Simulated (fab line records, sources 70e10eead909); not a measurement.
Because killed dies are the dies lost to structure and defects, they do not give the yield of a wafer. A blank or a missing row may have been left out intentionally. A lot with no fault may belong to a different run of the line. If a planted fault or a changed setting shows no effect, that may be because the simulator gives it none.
Problem report, 8D (eight disciplines) form, completed by code :: flow nand harc :: the parts of the form that need people (team, actions taken, sign-off) are left out

== 1. PROBLEM STATEMENT ==
thk nm at NHARC_A_ONON_D1_THK_MEAS_27 reads a mean of 1231 nm on 5 wafers of 3 lots; wafers without a fault read 997 nm with a standard deviation of 9.9. Relative to the usual mean, that is a shift of +24 standard deviations.
The step: measures by ellipsometry.
Earliest sighting: wafer L926.4 on film metro-02 at day 9 22:16. Wafers with a number at this step in the record: 37, from 13 lots. The rule behind "out" and "out of limits": a value lying over 4 standard deviations away from the usual mean. The other wafers with a number count as sound.

== 2. WHAT THIS IS AND IS NOT ==
question: which readings at this step
is: thk nm
is not: -

question: which lots
is: L926, L927, L930
is not: L925, L933, L935, L936, L937, L938, L940, L941, L942, L944

question: which wafers of those lots
is: L926.4, L926.5, L927.4, L927.5, L930.5
is not: L926.6, L930.1

question: read on which gauges
is: film metro-01, film metro-02
is not: -

question: when
is: from day 9 22:16
is not: up to then (4 sound wafers); but 28 sound wafers of L930, L933, L935, L936, L937, L938, L940, L941, L942, L944 came after

== 3. SUSPECTS, AND WHAT RULES EACH OUT ==
Counting: if a tool at a process step up to the reading ran every lot that is out, it stays a suspect. Sound lots after the first of them don't rule it out here, since some wafers of a struck lot are sound.
- the gauge at NHARC_A_ONON_D1_THK_MEAS_27 has been ruled out. Those wafers that are out were read across 2 gauges (film metro-01, film metro-02).
- pecvd onon-03 at NHARC_A_ONON_D1_DEP_25 (target thk 1000 nm): kept. Ran every lot that is out, first one L926 (day 9 21:56); last sound lot up to then L925 (day 9 13:10).
Left after counting: pecvd onon-03 at NHARC_A_ONON_D1_DEP_25.

== 4. THE CAUSE (what the simulator had put in) ==
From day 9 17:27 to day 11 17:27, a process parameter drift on pecvd onon-03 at NHARC_A_ONON_D1_DEP_25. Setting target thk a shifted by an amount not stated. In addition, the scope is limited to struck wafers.
Only this tool survived the counting.

== 5. SEQUENCE OF EFFECTS, ordered by route ==
Each row: a reading whose mean over the struck wafers that have a number lies more than 3 standard deviations from the usual. Readings are gone through only where the record gives a usual standard deviation; hours: the median, over the lots, of the time from a lot's start at the first step in this table giving one to that lot's start at this step; sigmas: the change measured in usual standard deviations.
hours: 0
step: NHARC_A_ONON_D1_THK_MEAS_27
reading: thk nm
usual: 997 nm
on struck wafers: 1231
change: +234
sigmas: +24

hours: 395
step: NHARC_END_SORT_01
reading: killed at array
usual: 56
on struck wafers: 675
change: +619
sigmas: +33

hours: 395
step: NHARC_END_SORT_01
reading: killed dies
usual: 60
on struck wafers: 677
change: +617
sigmas: +32

== 6. HOW IT WOULD HAVE BEEN CAUGHT EARLIER ==
In this record the first reading out of limits at a measuring or inspecting step was taken at day 9 22:16, 5 hours after the fault began at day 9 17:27.
Of the lots that are out (3), L927, L930 began NHARC_A_ONON_D1_DEP_25 on pecvd onon-03 after day 9 22:16. A hold on the tool at that time would have spared those 2.
